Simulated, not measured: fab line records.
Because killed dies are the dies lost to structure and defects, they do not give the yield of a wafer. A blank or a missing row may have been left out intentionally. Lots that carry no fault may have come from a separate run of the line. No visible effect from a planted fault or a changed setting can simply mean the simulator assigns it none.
Chamber matching / flow n5 finfet / cmp-04 running N5_BEOL_M10_CMP_52: 4 sister chambers
The step polishes, stops on SiCOH lowk, t overpolish 7 s, target thk 140 nm. 4 wafers are shown with their chamber, then 8 later ones without.

== WAFERS, EACH WITH ITS CHAMBER ==
wafer=L078.5; chamber=2; motor current A (A)=5.4
wafer=L085.1; chamber=0; motor current A (A)=5.9
wafer=L085.6; chamber=3; motor current A (A)=5.6
wafer=L092.1; chamber=1; motor current A (A)=5.3

== WAFERS WITHOUT THEIR CHAMBER ==
wafer=L092.3; motor current A (A)=5.9
wafer=L092.4; motor current A (A)=5.6
wafer=L093.1; motor current A (A)=5.8
wafer=L093.5; motor current A (A)=6.1
wafer=L093.6; motor current A (A)=5.4
wafer=L096.4; motor current A (A)=5.6
wafer=L096.5; motor current A (A)=5.8
wafer=L096.6; motor current A (A)=6.2

== THE CHAMBER EACH PASSED THROUGH ==
wafer=L092.3; from the rows above=0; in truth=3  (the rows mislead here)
wafer=L092.4; from the rows above=can't be placed: 3 or 2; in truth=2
wafer=L093.1; from the rows above=can't be placed: 0 or 3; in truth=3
wafer=L093.5; from the rows above=0; in truth=0
wafer=L093.6; from the rows above=can't be placed: 2 or 1 or 3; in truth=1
wafer=L096.4; from the rows above=can't be placed: 3 or 2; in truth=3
wafer=L096.5; from the rows above=can't be placed: 0 or 3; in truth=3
wafer=L096.6; from the rows above=0; in truth=0
Placed correctly: 2 of 8. Can't be placed from these rows: 5 (the true chamber is among the candidates in 5). Wrongly placed: 1.
How it was worked out, from the rows above alone: a wafer's distance from a chamber is the root of the sum, over the readings, of the square of ((its reading less the chamber's mean) divided by the reading's scatter). If the next closest chamber is less than 2 further off than the closest, the wafer can't be placed; otherwise it belongs to the closest. The mean given for a chamber averages the wafers shown for that chamber. The scatter (one wafer shown for each chamber): square how far every hidden wafer sits from the nearest shown wafer, average those squares and take the square root.
